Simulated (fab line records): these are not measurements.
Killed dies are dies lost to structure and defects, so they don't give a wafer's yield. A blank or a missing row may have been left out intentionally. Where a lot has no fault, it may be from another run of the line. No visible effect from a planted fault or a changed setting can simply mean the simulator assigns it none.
fab line records	flow n5-finfet	part 1 of 2: steps 1 to 15 of 27
record lots=5	wafers=15	last-day=17
route steps=1938 shown BEOL_M1@790
lots untouched by any fault: they come from a run of this same line in which no faults occurred
start-h: start of the lot's first displayed wafer, in hours after the record's first day	wait-h: hours from the lot's prior step to this one	" the same as in the row above	L1.1+2: several wafers, shown together as one row	- no value, or no start was given	* or withheld: withheld	< > ~ a bound
route shown NAME@n: a module of which the file shows steps, and the number in the route of the first	usual: average and standard deviation across the fault-free wafers	same: alike in all rows	chamber/n: place in a boat	sites: the reading at each site	_std_site: standard deviation of those values	_edge_site: inner sites' mean taken away from outer sites' mean	radius-mm: for every site, how far away it sits from the centre of the wafer	mask NAME#n: copy n	behind: the most recent tool/chamber to have shaped the wafer	hold: cause of the lot's hold/its duration in hours/its outcome	device: the n, p or np transistor that did not switch	end of line: tests of these same wafers at the route's end	where a step has no rows: the recipe by itself	killed: count of dies lost to structure and defects at first sort (not the wafer's yield)	map: per-die view of a wafer (x killed, . not killed, _ where there is no die)
set.NAME: the setting the step ran with; set.NAME@STEP: the setting that earlier step ran with	model.NAME: the simulator's own value behind a step, which no gauge read
lots at some steps of the route; a table a step, a row a wafer
services: the hour from which a tool's chamber was out of use, counted from the record's first day as start-h (under 0 if before that day), plus the number of hours and why
## steps
# step N5_BEOL_M1_ETCH_77
# recipe chemistry=N2/H2	target=underlayer	target-depth-a=65	mask-material=CAR-EUV	time-s=5.2	ion-energy-ev=200	pressure-mtorr=30	source-w=840	bias-w=150	n2-flow-sccm=200	h2-flow-sccm=200	ends=cleared
# usual drypump-motor-current-A=5.6/0.42	etch-rf-on-time-s=5.16/0.1	h2-flow-sccm=200.0/0.6	oes-product-au=0.67/0.064	rf-vpp-V=523.4/2.3	showerhead-plenum-p-Torr=2.52/0.08	throttle-valve-pct=17.93/0.24
lot.wafer	tool	chamber	start-h	wait-h	drypump-motor-current-A	etch-rf-on-time-s	h2-flow-sccm	oes-product-au	rf-hours-counter-h	rf-vpp-V	showerhead-plenum-p-Torr	throttle-valve-pct
L074.1	rie-diel-04	2	124.08	0.0	5.5	5.13	199.4	0.67	114	522.3	2.44	17.53
L074.5	"	1	"	"	5.8	5.12	199.3	0.76	-	522.8	2.48	17.87
L074.6	"	0	"	"	5.8	5.20	200.0	0.61	-	524.7	2.53	18.17
L075.2	rie-diel-05	1	135.32	0.0	5.9	5.10	200.1	0.77	37	527.4	2.70	18.10
L075.3	"	2	"	"	5.5	5.06	199.7	0.67	127	520.8	2.43	17.69
L075.6	"	3	"	"	4.9	5.12	199.2	0.77	-	523.9	2.48	17.72
L077.1	rie-diel-04	0	145.38	0.0	5.8	5.20	199.6	0.61	209	522.1	2.53	18.19
L077.2	"	3	"	"	5.9	5.25	199.1	0.63	212	525.4	2.53	18.21
L077.6	"	0	"	"	5.8	5.22	199.6	0.59	-	524.4	2.53	18.19
L088.1	rie-diel-05	1	210.51	0.0	5.9	5.05	200.1	0.75	59	525.2	2.69	18.14
L088.2	"	2	"	"	5.5	5.03	200.0	0.66	147	523.0	2.42	17.70
L088.4	"	0	"	"	4.7	5.18	199.8	0.61	202	526.7	2.65	18.13
L091.1	rie-diel-05	0	227.29	0.0	4.7	5.27	199.9	0.61	207	527.4	2.65	18.16
L091.2	"	1	"	"	5.9	5.07	199.8	0.75	64	528.0	2.69	18.16
L091.6	"	2	"	"	5.5	4.98	198.9	0.66	-	518.3	2.42	17.71
# step N5_BEOL_M1_ETCH_69
# recipe chemistry=CF4	target=SiARC	target-depth-a=156	mask-material=CAR-EUV	time-s=26	ion-energy-ev=80	pressure-mtorr=40	source-w=545	bias-w=36	Ar_flow_sccm=100	cf4-flow-sccm=100	ends=cleared
# usual drypump-motor-current-A=5.6/0.42	etch-rf-on-time-s=25.8/0.43	oes-product-au=0.67/0.065	rf-vpp-V=183.9/1.1	showerhead-plenum-p-Torr=2.13/0.058	throttle-valve-pct=15.70/0.22
lot.wafer	tool	chamber	start-h	wait-h	drypump-motor-current-A	etch-rf-on-time-s	oes-product-au	rf-hours-counter-h	rf-vpp-V	showerhead-plenum-p-Torr	throttle-valve-pct
L074.1	rie-diel-04	2	124.09	0.0	5.5	25.9	0.67	114	181.4	2.07	15.48
L074.5	"	1	"	"	5.7	25.8	0.76	-	183.8	2.09	15.51
L074.6	"	0	"	"	5.8	26.0	0.61	-	184.5	2.13	15.88
L075.2	rie-diel-05	1	135.34	0.0	5.9	25.4	0.77	37	184.4	2.27	15.71
L075.3	"	2	"	"	5.5	25.2	0.67	127	183.4	2.07	15.63
L075.6	"	3	"	"	5.0	25.5	0.77	-	183.2	2.10	15.42
L077.1	rie-diel-04	0	145.40	0.0	5.8	25.7	0.61	209	184.3	2.13	15.90
L077.2	"	3	"	"	5.8	25.8	0.62	212	184.8	2.14	16.08
L077.6	"	0	"	"	5.8	25.7	0.61	-	183.0	2.13	15.91
L088.1	rie-diel-05	1	210.53	0.0	5.9	25.3	0.75	59	183.6	2.26	15.76
L088.2	"	2	"	"	5.5	25.5	0.65	147	182.6	2.07	15.68
L088.4	"	0	"	"	4.7	25.9	0.61	202	184.0	2.21	15.85
L091.1	rie-diel-05	0	227.31	0.0	4.7	26.5	0.60	207	185.5	2.21	15.87
L091.2	"	1	"	"	5.9	25.6	0.74	64	184.3	2.26	15.77
L091.6	"	2	"	"	5.5	25.7	0.65	-	182.7	2.07	15.70
# step N5_BEOL_M1_ALD_98
# recipe material=SiO2	target-thk-a=25	temp-c=100	ald-precursor-family=BDEAS	ald-co-reactant=O2-plasma	pulse-time-s=1	co-reactant-pulse-time-s=1	purge-time-s=2	co-reactant-purge-time-s=2	ald-cycles=17	pressure-torr=2
# usual heater-power-w=78/7.1	precursor-pulse-height-rel=1.002/0.023
# same pulse-time-s=1
lot.wafer	tool	chamber	start-h	wait-h	heater-power-w	precursor-pulse-height-rel	since-wet-clean-h
L074.1	ald-sin-04	0	124.18	0.1	75	1.028	25
L074.5	"	1	"	"	86	0.992	-
L074.6	"	2	"	"	83	1.004	-
L075.2	ald-sin-03	0	135.42	0.1	66	0.980	232
L075.3	"	2	"	"	85	0.990	232
L075.6	"	0	"	"	66	0.983	-
L077.1	ald-sin-02	2	145.48	0.1	75	0.972	334
L077.2	"	1	"	"	84	0.966	334
L077.6	"	3	"	"	83	1.031	-
L088.1	ald-sin-02	3	210.61	0.1	86	0.979	20
L088.2	"	0	"	"	71	1.011	20
L088.4	"	2	"	"	68	0.997	20
L091.1	ald-sin-04	0	227.39	0.1	75	1.031	128
L091.2	"	3	"	"	67	1.013	128
L091.6	"	1	"	"	88	0.991	-
# step N5_BEOL_M1_ETCHBACK_99
# recipe chemistry=CHF3	target=SiO2	target-depth-a=50	time-s=10.4	source-w=215	bias-w=47	Ar_flow_sccm=200	CHF3_flow_sccm=12	ion-energy-ev=100	pressure-mtorr=30
# usual drypump-motor-current-A=5.8/0.47	oes_ar_750_au=0.80/0.078	oes-product-au=0.80/0.081	rf-vpp-V=240/5.2	showerhead-plenum-p-Torr=2.15/0.054	throttle-valve-pct=17.11/0.2
lot.wafer	tool	chamber	start-h	wait-h	drypump-motor-current-A	oes_ar_750_au	oes-product-au	rf-hours-counter-h	rf-vpp-V	showerhead-plenum-p-Torr	throttle-valve-pct
L074.1	rie-diel-04	1	149.24	25.0	5.7	0.87	0.86	48	238	2.10	17.01
L074.5	"	1	"	"	5.7	0.88	0.87	-	237	2.10	17.02
L074.6	"	0	"	"	5.8	0.71	0.71	-	243	2.13	17.29
L077.1	rie-diel-04	3	152.26	6.7	5.9	0.73	0.72	213	244	2.15	17.53
L077.2	"	2	"	"	5.5	0.79	0.77	122	231	2.08	16.95
L077.6	"	1	"	"	5.7	0.87	0.86	-	239	2.10	17.02
L075.2	rie-diel-05	1	152.30	16.8	5.9	0.90	0.90	42	240	2.29	17.22
L075.3	"	3	"	"	5.0	0.88	0.88	33	237	2.11	16.93
L075.6	"	3	"	"	5.0	0.88	0.89	-	237	2.11	16.94
L088.1	rie-diel-01	1	236.03	25.4	6.2	0.71	0.70	220	241	2.19	16.97
L088.2	"	2	"	"	5.1	0.83	0.83	65	240	2.17	16.85
L088.4	"	0	"	"	6.1	0.93	0.94	5	253	2.21	17.15
L091.1	rie-diel-01	1	248.11	20.7	6.2	0.71	0.71	221	242	2.19	16.96
L091.2	"	0	"	"	6.1	0.91	0.94	7	252	2.21	17.17
L091.6	"	0	"	"	6.1	0.92	0.93	-	253	2.21	17.17
# step N5_BEOL_M1_ETCH_70
# recipe chemistry=N2/H2	target=SOC	target-depth-a=800	overetch-a=160	mask-material=SiARC	temp-c=40	time-s=120	ion-energy-ev=200	pressure-mtorr=30	source-w=840	bias-w=150	n2-flow-sccm=200	h2-flow-sccm=200
# usual drypump-motor-current-A=5.8/0.47	h2-flow-sccm=200.0/0.55	oes-product-au=0.61/0.062	rf-vpp-V=523.9/2.1	showerhead-plenum-p-Torr=2.54/0.08	throttle-valve-pct=17.85/0.23
lot.wafer	tool	chamber	start-h	wait-h	drypump-motor-current-A	h2-flow-sccm	oes-product-au	rf-hours-counter-h	rf-vpp-V	showerhead-plenum-p-Torr	throttle-valve-pct
L074.1	rie-diel-04	1	149.27	0.0	5.8	199.6	0.66	48	523.0	2.48	17.84
L074.5	"	1	"	"	5.7	199.4	0.67	-	522.7	2.48	17.83
L074.6	"	0	"	"	5.8	200.5	0.55	-	523.9	2.53	18.14
L077.1	rie-diel-04	3	152.30	0.0	5.9	199.2	0.56	213	524.5	2.53	18.18
L077.2	"	2	"	"	5.5	199.9	0.59	122	520.7	2.44	17.50
L077.6	"	1	"	"	5.7	200.4	0.66	-	521.6	2.48	17.85
L075.2	rie-diel-05	1	152.34	0.0	5.9	199.5	0.68	42	526.8	2.70	18.05
L075.3	"	3	"	"	5.0	200.8	0.67	33	524.1	2.48	17.68
L075.6	"	3	"	"	5.0	199.4	0.67	-	521.2	2.48	17.70
L088.1	rie-diel-01	1	236.06	0.0	6.2	200.4	0.53	220	527.3	2.61	17.84
L088.2	"	2	"	"	5.1	199.6	0.62	65	524.1	2.59	17.70
L088.4	"	0	"	"	6.2	199.6	0.72	5	525.5	2.62	17.97
L091.1	rie-diel-01	1	248.15	0.0	6.2	199.6	0.54	221	525.9	2.61	17.84
L091.2	"	0	"	"	6.1	200.3	0.71	7	524.4	2.62	17.99
L091.6	"	0	"	"	6.1	200.2	0.71	-	525.3	2.62	17.97
# step N5_BEOL_M1_STRIP_71
# recipe chemistry=N2/H2	temp-c=40	n2-flow-sccm=200	h2-flow-sccm=200	rf-frequency-hz=6e+07
lot.wafer	tool	chamber	start-h	wait-h
L074.1+5+6	rie-diel-04	1,1,0	149.35	0.0
L077.1+2+6	rie-diel-04	3,2,1	152.38	0.0
L075.2+3+6	rie-diel-05	1,3,3	152.42	0.0
L088.1+2+4	rie-diel-01	1,2,0	236.14	0.0
L091.1+2+6	rie-diel-01	1,0,0	248.23	0.0
# step N5_BEOL_M1_STRIP_78
# recipe chemistry=N2/H2	temp-c=40	n2-flow-sccm=200	h2-flow-sccm=200	rf-frequency-hz=6e+07
lot.wafer	tool	chamber	start-h	wait-h
L074.1+5+6	rie-diel-04	1,1,0	149.36	0.0
L077.1+2+6	rie-diel-04	3,2,1	152.39	0.0
L075.2+3+6	rie-diel-05	1,3,3	152.43	0.0
L088.1+2+4	rie-diel-01	1,2,0	236.15	0.0
L091.1+2+6	rie-diel-01	1,0,0	248.24	0.0
# step N5_BEOL_M1_VIA_ETCH_34
# recipe chemistry=C4F6/O2	target-depth-a=678	mask-material=SOC	pressure-mtorr=15	ion-energy-ev=250	taper-deg=4	time-s=64.4	source-w=350	bias-w=170	Ar_flow_sccm=300	C4F6_flow_sccm=10	O2_flow_sccm=10
# usual drypump-motor-current-A=5.8/0.47	oes_ar_750_au=0.80/0.079	oes-product-au=0.80/0.082	rf-vpp-V=664/14	showerhead-plenum-p-Torr=2.84/0.069	throttle-valve-pct=30.81/0.27
lot.wafer	tool	chamber	start-h	wait-h	drypump-motor-current-A	oes_ar_750_au	oes-product-au	rf-hours-counter-h	rf-vpp-V	showerhead-plenum-p-Torr	throttle-valve-pct
L074.1	rie-diel-04	1	149.37	0.0	5.8	0.86	0.87	48	661	2.77	30.94
L074.5	"	1	"	"	5.8	0.87	0.85	-	661	2.77	30.94
L074.6	"	0	"	"	5.8	0.70	0.70	-	672	2.81	30.91
L077.1	rie-diel-04	3	152.40	0.0	5.9	0.73	0.73	213	673	2.84	31.15
L077.2	"	2	"	"	5.5	0.79	0.78	122	635	2.75	30.58
L077.6	"	1	"	"	5.8	0.87	0.86	-	661	2.77	30.94
L075.2	rie-diel-05	1	152.44	0.0	5.9	0.90	0.90	42	664	3.01	31.11
L075.3	"	3	"	"	5.0	0.89	0.88	33	654	2.79	30.79
L075.6	"	3	"	"	5.0	0.88	0.88	-	654	2.79	30.79
L088.1	rie-diel-01	1	236.16	0.0	6.1	0.71	0.71	220	665	2.90	30.45
L088.2	"	2	"	"	5.1	0.83	0.83	65	663	2.87	30.44
L088.4	"	0	"	"	6.1	0.93	0.95	5	695	2.92	31.05
L091.1	rie-diel-01	1	248.25	0.0	6.1	0.71	0.71	221	665	2.90	30.46
L091.2	"	0	"	"	6.1	0.92	0.94	7	696	2.92	31.03
L091.6	"	0	"	"	6.1	0.92	0.95	-	696	2.92	31.05
# step N5_BEOL_M1_STRIP_83
# recipe chemistry=C4F6/O2	resist=SiARC	rf-frequency-hz=6e+07
lot.wafer	tool	chamber	start-h	wait-h
L074.1+5+6	rie-diel-04	1,1,0	149.42	0.0
L077.1+2+6	rie-diel-04	3,2,1	152.45	0.0
L075.2+3+6	rie-diel-05	1,3,3	152.49	0.0
L088.1+2+4	rie-diel-01	1,2,0	236.21	0.0
L091.1+2+6	rie-diel-01	1,0,0	248.30	0.0
# step N5_BEOL_M1_STRIP_36
# recipe chemistry=N2/H2	power-w=450	temp-c=40	pressure-mtorr=20	rf-frequency-hz=6e+07	overash-fraction=0.3	bias-power-w=7	h2-frac=0.5	n2-flow-sccm=200	h2-flow-sccm=200
# usual drypump-motor-current-A=5.8/0.47	h2-flow-sccm=200.0/0.6	oes-product-au=0.80/0.083	power-w=449.9/1.3	rf-vpp-V=59.4/1.4	showerhead-plenum-p-Torr=2.54/0.08	throttle-valve-pct=23.69/0.29
lot.wafer	tool	chamber	start-h	wait-h	drypump-motor-current-A	h2-flow-sccm	oes-product-au	power-w	rf-hours-counter-h	rf-vpp-V	showerhead-plenum-p-Torr	throttle-valve-pct
L074.1	rie-diel-04	1	149.43	0.0	5.7	199.3	0.89	450.2	48	61.4	2.48	23.83
L074.5	"	1	"	"	5.8	200.0	0.89	449.0	-	59.7	2.48	23.84
L074.6	"	0	"	"	5.8	199.6	0.72	450.6	-	58.2	2.52	24.05
L077.1	rie-diel-04	3	152.46	0.0	5.9	199.3	0.72	452.1	213	59.9	2.52	23.90
L077.2	"	2	"	"	5.5	200.6	0.79	450.3	122	58.9	2.44	23.17
L077.6	"	1	"	"	5.7	200.1	0.88	448.4	-	57.8	2.47	23.87
L075.2	rie-diel-05	1	152.50	0.0	5.9	200.7	0.90	450.1	42	58.7	2.70	24.10
L075.3	"	3	"	"	5.0	200.3	0.89	449.9	33	59.0	2.47	23.67
L075.6	"	3	"	"	5.0	199.1	0.88	449.7	-	61.0	2.47	23.63
L088.1	rie-diel-01	1	236.22	0.0	6.2	200.0	0.70	451.1	220	60.1	2.61	23.70
L088.2	"	2	"	"	5.1	200.9	0.82	453.0	65	58.7	2.59	23.53
L088.4	"	0	"	"	6.1	200.2	0.94	448.2	5	57.5	2.62	23.96
L091.1	rie-diel-01	1	248.31	0.0	6.2	200.4	0.69	449.9	221	60.0	2.61	23.73
L091.2	"	0	"	"	6.2	200.2	0.93	450.0	7	60.8	2.62	23.96
L091.6	"	0	"	"	6.2	200.0	0.93	450.7	-	60.9	2.62	23.99
# step N5_BEOL_M1_TRENCH_ETCH_37
# recipe chemistry=C4F6/O2	target-depth-a=552.07	target=SiOC	time-s=29	ion-energy-ev=250	pressure-mtorr=30	source-w=355	bias-w=185	Ar_flow_sccm=300	C4F6_flow_sccm=10	O2_flow_sccm=10
# usual drypump-motor-current-A=5.8/0.47	oes_ar_750_au=0.80/0.079	oes-product-au=0.80/0.082	rf-vpp-V=664/14	showerhead-plenum-p-Torr=2.85/0.069	throttle-valve-pct=20.91/0.21
lot.wafer	tool	chamber	start-h	wait-h	drypump-motor-current-A	oes_ar_750_au	oes-product-au	rf-hours-counter-h	rf-vpp-V	showerhead-plenum-p-Torr	throttle-valve-pct
L074.1	rie-diel-04	1	-	-	5.7	0.87	0.87	48	662	2.78	20.85
L074.5	"	1	"	"	5.7	0.86	0.87	-	662	2.78	20.85
L074.6	"	0	"	"	5.8	0.70	0.72	-	672	2.81	21.06
L077.1	rie-diel-04	3	-	-	5.8	0.74	0.72	213	672	2.84	21.31
L077.2	"	2	"	"	5.5	0.79	0.78	122	635	2.76	20.74
L077.6	"	1	"	"	5.7	0.87	0.87	-	661	2.78	20.84
L075.2	rie-diel-05	1	-	-	5.9	0.90	0.90	42	662	3.02	21.09
L075.3	"	3	"	"	5.0	0.89	0.88	33	653	2.79	20.78
L075.6	"	3	"	"	5.0	0.89	0.89	-	651	2.79	20.79
L088.1	rie-diel-01	1	-	-	6.1	0.71	0.71	220	664	2.90	20.71
L088.2	"	2	"	"	5.2	0.83	0.83	65	663	2.88	20.62
L088.4	"	0	"	"	6.1	0.93	0.96	5	695	2.92	21.01
L091.1	rie-diel-01	1	-	-	6.2	0.71	0.71	221	663	2.90	20.69
L091.2	"	0	"	"	6.1	0.92	0.94	7	695	2.92	20.99
L091.6	"	0	"	"	6.1	0.91	0.94	-	697	2.92	21.02
# step N5_BEOL_M1_ETCH_41
# recipe chemistry=CH3F/O2	target=SiCN	target-depth-a=319	taper-deg=2	time-s=57.8	ion-energy-ev=120	mask-material=TiN	pressure-mtorr=30	source-w=395	bias-w=75	Ar_flow_sccm=150	CH3F_flow_sccm=30	O2_flow_sccm=20
# usual drypump-motor-current-A=5.8/0.47	oes-product-au=0.80/0.082	rf-vpp-V=297.2/1.4	showerhead-plenum-p-Torr=2.00/0.052	throttle-valve-pct=16.36/0.19
lot.wafer	tool	chamber	start-h	wait-h	drypump-motor-current-A	oes-product-au	rf-hours-counter-h	rf-vpp-V	showerhead-plenum-p-Torr	throttle-valve-pct
L074.1	rie-diel-04	1	-	-	5.7	0.87	48	295.2	1.95	16.26
L074.5	"	1	"	"	5.8	0.87	-	295.2	1.95	16.27
L074.6	"	0	"	"	5.8	0.71	-	297.4	1.98	16.56
L077.1	rie-diel-04	3	-	-	5.8	0.71	213	298.8	2.00	16.76
L077.2	"	2	"	"	5.5	0.78	122	295.1	1.93	16.20
L077.6	"	1	"	"	5.7	0.86	-	296.4	1.95	16.26
L075.2	rie-diel-05	1	-	-	5.9	0.89	42	298.8	2.12	16.44
L075.3	"	3	"	"	5.0	0.88	33	295.4	1.96	16.16
L075.6	"	3	"	"	5.0	0.88	-	295.2	1.96	16.15
L088.1	rie-diel-01	1	-	-	6.1	0.71	220	299.1	2.04	16.26
L088.2	"	2	"	"	5.1	0.84	65	297.8	2.03	16.12
L088.4	"	0	"	"	6.1	0.95	5	298.5	2.05	16.36
L091.1	rie-diel-01	1	-	-	6.2	0.70	221	295.3	2.04	16.28
L091.2	"	0	"	"	6.1	0.94	7	300.1	2.05	16.35
L091.6	"	0	"	"	6.1	0.94	-	299.1	2.05	16.36
# step N5_BEOL_M1_STRIP_97
# recipe chemistry=N2/H2	time-s=10	power-w=450	temp-c=40	pressure-mtorr=20	rf-frequency-hz=6e+07	bias-power-w=7	n2-flow-sccm=200	h2-flow-sccm=200
# usual drypump-motor-current-A=5.8/0.47	h2-flow-sccm=200.0/0.66	oes-product-au=0.80/0.083	rf-vpp-V=59.2/0.89	showerhead-plenum-p-Torr=2.54/0.08	throttle-valve-pct=23.69/0.29
lot.wafer	tool	chamber	start-h	wait-h	drypump-motor-current-A	h2-flow-sccm	oes-product-au	rf-hours-counter-h	rf-vpp-V	showerhead-plenum-p-Torr	throttle-valve-pct
L074.1	rie-diel-04	1	-	-	5.7	200.7	0.87	48	59.3	2.48	23.85
L074.5	"	1	"	"	5.7	200.1	0.88	-	58.1	2.48	23.84
L074.6	"	0	"	"	5.8	198.6	0.72	-	59.6	2.52	24.03
L077.1	rie-diel-04	3	-	-	5.9	199.7	0.71	213	59.2	2.52	23.88
L077.2	"	2	"	"	5.5	200.2	0.78	122	58.2	2.44	23.16
L077.6	"	1	"	"	5.8	200.6	0.87	-	59.3	2.48	23.85
L075.2	rie-diel-05	1	-	-	5.9	199.5	0.90	42	59.5	2.69	24.10
L075.3	"	3	"	"	5.0	200.3	0.89	33	57.3	2.47	23.66
L075.6	"	3	"	"	5.0	199.9	0.88	-	58.9	2.47	23.67
L088.1	rie-diel-01	1	-	-	6.2	199.6	0.71	220	59.0	2.61	23.71
L088.2	"	2	"	"	5.1	199.9	0.82	65	61.4	2.59	23.53
L088.4	"	0	"	"	6.1	199.8	0.95	5	58.7	2.62	23.96
L091.1	rie-diel-01	1	-	-	6.2	199.6	0.71	221	60.5	2.61	23.71
L091.2	"	0	"	"	6.1	200.4	0.94	7	59.0	2.62	23.96
L091.6	"	0	"	"	6.1	200.3	0.95	-	59.6	2.62	23.98
# step N5_BEOL_M1_OCD_MEAS_38
# usual trench-depth-nm=55.6/1.1
lot.wafer	tool	chamber	start-h	wait-h	trench-depth-nm
L074.1	ocd-01	-	149.63	-	55.4
L074.5	"	-	"	"	54.9
L074.6	"	-	"	"	56.3
L077.1	ocd-02	-	152.66	-	54.4
L077.2	"	-	"	"	54.8
L077.6	"	-	"	"	54.4
L075.2	ocd-01	-	152.69	-	56.3
L075.3	"	-	"	"	56.4
L075.6	"	-	"	"	56.2
L088.1	ocd-02	-	236.42	-	57.3
L088.2	"	-	"	"	56.6
L088.4	"	-	"	"	57.5
L091.1	ocd-02	-	248.51	-	56.8
L091.2	"	-	"	"	57.4
L091.6	"	-	"	"	57.1
# step N5_BEOL_M1_HM_STRIP_39
# recipe chemistry=peroxide-tin-strip	material=TiN	target-depth-a=250	temp-c=50	time-s=158
lot.wafer	tool	chamber	start-h	wait-h
L074.1+5+6	wet-bench-03	6,0,7	149.66	0.0
L077.1+2+6	wet-bench-03	7,3,1	152.69	0.0
L075.2+3+6	wet-bench-02	7,2,0	152.72	0.0
L088.1+2+4	wet-bench-03	2,4,7	236.45	0.0
L091.1+2+6	wet-bench-03	2,4,7	248.54	0.0
